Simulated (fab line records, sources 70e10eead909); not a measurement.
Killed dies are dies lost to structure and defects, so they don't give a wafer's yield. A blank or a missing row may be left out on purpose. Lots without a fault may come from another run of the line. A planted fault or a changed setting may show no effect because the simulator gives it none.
Chamber matching | flow nand_harc | NHARC_P_GATE_STRIP_101 on rie_diel-09: 4 sister chambers
The step strips in O2, time 20 s. 4 wafers are shown with their chamber, then 8 later ones without.

WAFERS WITH THEIR CHAMBER
wafer  | chamber | drypump_motor_current_A (A)
L518.6 | 2       | 6.2
L520.6 | 3       | 5.9
L521.1 | 0       | 6.4
L525.1 | 1       | 5.3

WAFERS WITHOUT THEIR CHAMBER
wafer  | drypump_motor_current_A (A)
L525.3 | 5.9
L525.5 | 5.3
L531.2 | 5.9
L531.3 | 5.9
L531.6 | 5.2
L532.1 | 5.3
L532.5 | 6.2
L532.6 | 5.9

WHICH CHAMBER EACH WENT THROUGH
wafer  | from the rows above | in truth
L525.3 | 3                   | 3
L525.5 | 1                   | 1
L531.2 | 3                   | 3
L531.3 | 3                   | 3
L531.6 | 1                   | 1
L532.1 | 1                   | 1
L532.5 | 2                   | 2
L532.6 | 3                   | 3
Placed correctly: 8 of 8. Can't be placed from these rows: 0. Placed wrongly: 0.
How it was worked out, from the rows above alone: a wafer's distance from a chamber is the root of the sum, over the readings, of the square of ((its reading less the chamber's mean) divided by the reading's scatter). The wafer belongs to the nearest chamber; if the next one is less than 2 further off, it can't be placed. A chamber's mean is the mean of its shown wafers. The scatter: with one shown wafer a chamber, the root of the mean of the squares of how far each hidden wafer lies from its nearest shown one.
